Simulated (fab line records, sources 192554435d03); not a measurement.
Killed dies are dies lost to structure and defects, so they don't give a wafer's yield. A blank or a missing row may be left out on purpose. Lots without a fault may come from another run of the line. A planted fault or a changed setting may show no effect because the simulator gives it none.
Chamber matching | flow n5_finfet | N5_BEOL_M5_ILD_DEP_00 on pecvd-01: 3 sister chambers
The step deposits SiCOH lowk from DEMS/porogen, target thk 140.64 nm, time 25.9 s. 18 wafers are shown with their chamber, then 9 later ones without.

WAFERS WITH THEIR CHAMBER
wafer  | chamber | throttle_valve_pct (%) | showerhead_plenum_p_Torr (Torr) | heater_power_w (W)
L074.2 | 2       | 13.6                   | 5.765                           | 339
L074.3 | 0       | 14.1                   | 5.726                           | 358
L074.6 | 0       | 14.1                   | 5.730                           | 355
L081.1 | 0       | 14.2                   | 5.716                           | 388
L081.4 | 0       | 14.1                   | 5.730                           | 390
L081.5 | 0       | 14.3                   | 5.727                           | 389
L082.1 | 2       | 13.3                   | 5.735                           | 357
L082.2 | 0       | 14.0                   | 5.724                           | 348
L082.5 | 0       | 14.0                   | 5.709                           | 363
L083.3 | 0       | 14.3                   | 5.727                           | 316
L083.4 | 2       | 13.5                   | 5.739                           | 298
L083.6 | 2       | 13.8                   | 5.736                           | 297
L085.3 | 2       | 13.5                   | 5.764                           | 334
L085.4 | 0       | 14.1                   | 5.713                           | 350
L085.5 | 2       | 13.6                   | 5.747                           | 346
L089.3 | 0       | 14.3                   | 5.718                           | 405
L089.5 | 0       | 13.9                   | 5.742                           | 400
L089.6 | 1       | 15.0                   | 5.774                           | 295

SIGNATURES (means of the wafers above)
reading                  | chamber 0 | chamber 1 | chamber 2 | scatter within a chamber
throttle_valve_pct       | 14.127    | 15.000    | 13.550    | 0.145
showerhead_plenum_p_Torr | 5.72382   | 5.77400   | 5.74767   | 0.011
heater_power_w           | 369.27    | 295.00    | 328.50    | 26.6
Rule: a wafer's distance from a chamber is the root of the sum, over the readings, of the square of ((its reading less the chamber's mean) divided by the reading's scatter). The wafer belongs to the nearest chamber; if the next one is less than 2 further off, it can't be placed. The scatter: the root of (the sum of the squares of (reading less its chamber's mean) over the shown wafers, divided by (wafers less chambers)).

WAFERS WITHOUT THEIR CHAMBER
wafer  | throttle_valve_pct (%) | showerhead_plenum_p_Torr (Torr) | heater_power_w (W)
L092.1 | 13.9                   | 5.724                           | 387
L092.2 | 15.0                   | 5.760                           | 345
L092.4 | 14.4                   | 5.714                           | 400
L096.2 | 15.0                   | 5.757                           | 341
L096.4 | 12.5                   | 5.747                           | 367
L096.6 | 14.9                   | 5.767                           | 333
L097.3 | 15.0                   | 5.750                           | 344
L097.5 | 14.9                   | 5.759                           | 267
L097.6 | 14.2                   | 5.724                           | 341

WHICH CHAMBER EACH WENT THROUGH
wafer  | from the rows above | in truth
L092.1 | 0                   | 0
L092.2 | 1                   | 1
L092.4 | 0                   | 0
L096.2 | 1                   | 1
L096.4 | 2                   | 2
L096.6 | 1                   | 1
L097.3 | 1                   | 1
L097.5 | 1                   | 1
L097.6 | 0                   | 0
Placed correctly: 9 of 9. Can't be placed from these rows: 0. Placed wrongly: 0.
